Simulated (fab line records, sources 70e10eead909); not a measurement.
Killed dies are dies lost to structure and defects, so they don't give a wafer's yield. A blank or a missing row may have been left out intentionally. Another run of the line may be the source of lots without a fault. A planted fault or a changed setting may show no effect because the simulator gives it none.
Chamber matching :: flow nand_harc :: 4 sister chambers for NHARC_P_CONTACT_ETCH_35 on rie_diel-01
The step etches the open film in CF4, target depth 39 nm, time 65 s. 7 wafers are shown with their chamber, then 7 later ones without.

== WAFERS, EACH WITH ITS CHAMBER ==
wafer: L985.3
chamber: 0
oes_product_au (a.u.): 1.015
rf_vpp_V (V): 153.1

wafer: L992.5
chamber: 1
oes_product_au (a.u.): 1.026
rf_vpp_V (V): 150.1

wafer: L991.4
chamber: 3
oes_product_au (a.u.): 1.003
rf_vpp_V (V): 149.9

wafer: L991.5
chamber: 2
oes_product_au (a.u.): 1.002
rf_vpp_V (V): 153.9

wafer: L991.6
chamber: 1
oes_product_au (a.u.): 1.023
rf_vpp_V (V): 149.8

wafer: L996.2
chamber: 2
oes_product_au (a.u.): 0.992
rf_vpp_V (V): 152.4

wafer: L996.3
chamber: 0
oes_product_au (a.u.): 0.991
rf_vpp_V (V): 150.7

== WAFERS MISSING THEIR CHAMBER ==
wafer: L996.4
oes_product_au (a.u.): 0.999
rf_vpp_V (V): 151.6

wafer: L103.4
oes_product_au (a.u.): 0.993
rf_vpp_V (V): 152.9

wafer: L103.5
oes_product_au (a.u.): 0.998
rf_vpp_V (V): 151.2

wafer: L103.6
oes_product_au (a.u.): 1.011
rf_vpp_V (V): 150.0

wafer: L105.1
oes_product_au (a.u.): 0.997
rf_vpp_V (V): 152.4

wafer: L105.2
oes_product_au (a.u.): 0.997
rf_vpp_V (V): 150.3

wafer: L105.4
oes_product_au (a.u.): 0.989
rf_vpp_V (V): 151.9

== CHAMBER TAKEN BY EACH ==
wafer: L996.4
from the rows above: can't be placed: 0 or 2 or 3
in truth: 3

wafer: L103.4
from the rows above: can't be placed: 2 or 0
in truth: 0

wafer: L103.5
from the rows above: can't be placed: 0 or 3 or 2 or 1
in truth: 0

wafer: L103.6
from the rows above: can't be placed: 3 or 1 or 0
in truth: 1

wafer: L105.1
from the rows above: can't be placed: 2 or 0 or 3
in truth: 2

wafer: L105.2
from the rows above: can't be placed: 3 or 0 or 2 or 1
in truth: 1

wafer: L105.4
from the rows above: can't be placed: 0 or 2 or 3
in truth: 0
Correctly placed: 0 of 7. These rows do not allow placing 7 (true chamber among the candidates in 7). Number placed wrongly: 0.
How it was worked out, from the rows above alone: a wafer's distance from a chamber is the root of the sum, over the readings, of the square of ((its reading less the chamber's mean) divided by the reading's scatter). The wafer belongs to the nearest chamber; if the next one is less than 2 further off, it can't be placed. For every chamber, the mean is computed from those of its wafers that are shown. The scatter: take each reading less its chamber's mean, square it, sum over the shown wafers, divide by the number of wafers less the number of chambers, and take the root.
